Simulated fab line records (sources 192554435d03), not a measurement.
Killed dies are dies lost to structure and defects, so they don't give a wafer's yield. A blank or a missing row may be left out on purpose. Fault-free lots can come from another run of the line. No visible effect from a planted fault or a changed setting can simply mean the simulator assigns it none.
Chamber matching | flow n5 finfet | rie diel-05 running N5_BEOL_M3_STRIP_36: 4 sister chambers
The step strips in N2/H2. 16 wafers are shown with their chamber, then 8 later ones without.

## WAFERS, EACH WITH ITS CHAMBER
wafer  | chamber | oes product au (a.u.) | drypump motor current A (A) | throttle valve pct (%)
L081.1 | 1       | 0.70                  | 5.23                        | 23.5
L081.2 | 0       | 0.72                  | 5.80                        | 23.4
L081.4 | 2       | 0.68                  | 5.70                        | 24.0
L080.1 | 1       | 0.70                  | 5.17                        | 23.6
L080.3 | 2       | 0.68                  | 5.65                        | 24.0
L080.4 | 0       | 0.72                  | 5.78                        | 23.4
L079.1 | 2       | 0.68                  | 5.63                        | 24.0
L079.2 | 1       | 0.70                  | 5.14                        | 23.5
L079.3 | 3       | 0.82                  | 5.78                        | 23.3
L079.4 | 0       | 0.72                  | 5.79                        | 23.4
L079.5 | 0       | 0.72                  | 5.79                        | 23.4
L079.6 | 1       | 0.70                  | 5.18                        | 23.5
L085.3 | 3       | 0.83                  | 5.78                        | 23.4
L085.5 | 0       | 0.71                  | 5.79                        | 23.4
L085.6 | 1       | 0.70                  | 5.19                        | 23.6
L088.1 | 1       | 0.69                  | 5.18                        | 23.5

SIGNATURES (averages over the wafers above)
reading                 | chamber 0 | chamber 1 | chamber 2 | chamber 3 | scatter within a chamber
oes product au          | 0.7180    | 0.6983    | 0.6800    | 0.8250    | 0.00422
drypump motor current A | 5.7900    | 5.1817    | 5.6600    | 5.7800    | 0.0243
throttle valve pct      | 23.400    | 23.533    | 24.000    | 23.350    | 0.0391
Rule: for each reading, subtract the chamber's mean from the wafer's reading, divide by that reading's scatter and square the result; add these up over the readings and take the root, which gives the wafer's distance from the chamber. The wafer belongs to the nearest chamber; if the next one is less than 2 further off, it can't be placed. How the scatter is found: for the shown wafers, subtract from each reading the mean of its chamber, square and add these, divide the total by (wafers less chambers), then take the root.

## WAFERS WITHOUT THEIR CHAMBER
wafer  | oes product au (a.u.) | drypump motor current A (A) | throttle valve pct (%)
L088.2 | 0.72                  | 5.79                        | 23.4
L088.4 | 0.71                  | 5.23                        | 23.6
L087.4 | 0.70                  | 5.18                        | 23.5
L087.5 | 0.81                  | 5.76                        | 23.4
L087.6 | 0.72                  | 5.78                        | 23.4
L089.1 | 0.70                  | 5.21                        | 23.6
L089.3 | 0.72                  | 5.76                        | 23.4
L089.5 | 0.70                  | 5.19                        | 23.6

## WHICH CHAMBER EACH ONE RAN IN
wafer  | from the rows above | in truth
L088.2 | 0                   | 0
L088.4 | 1                   | 1
L087.4 | 1                   | 1
L087.5 | 3                   | 3
L087.6 | 0                   | 0
L089.1 | 1                   | 1
L089.3 | 0                   | 0
L089.5 | 1                   | 1
Correctly placed: 8 of 8. From these rows, 0 cannot be placed. Number placed wrongly: 0.
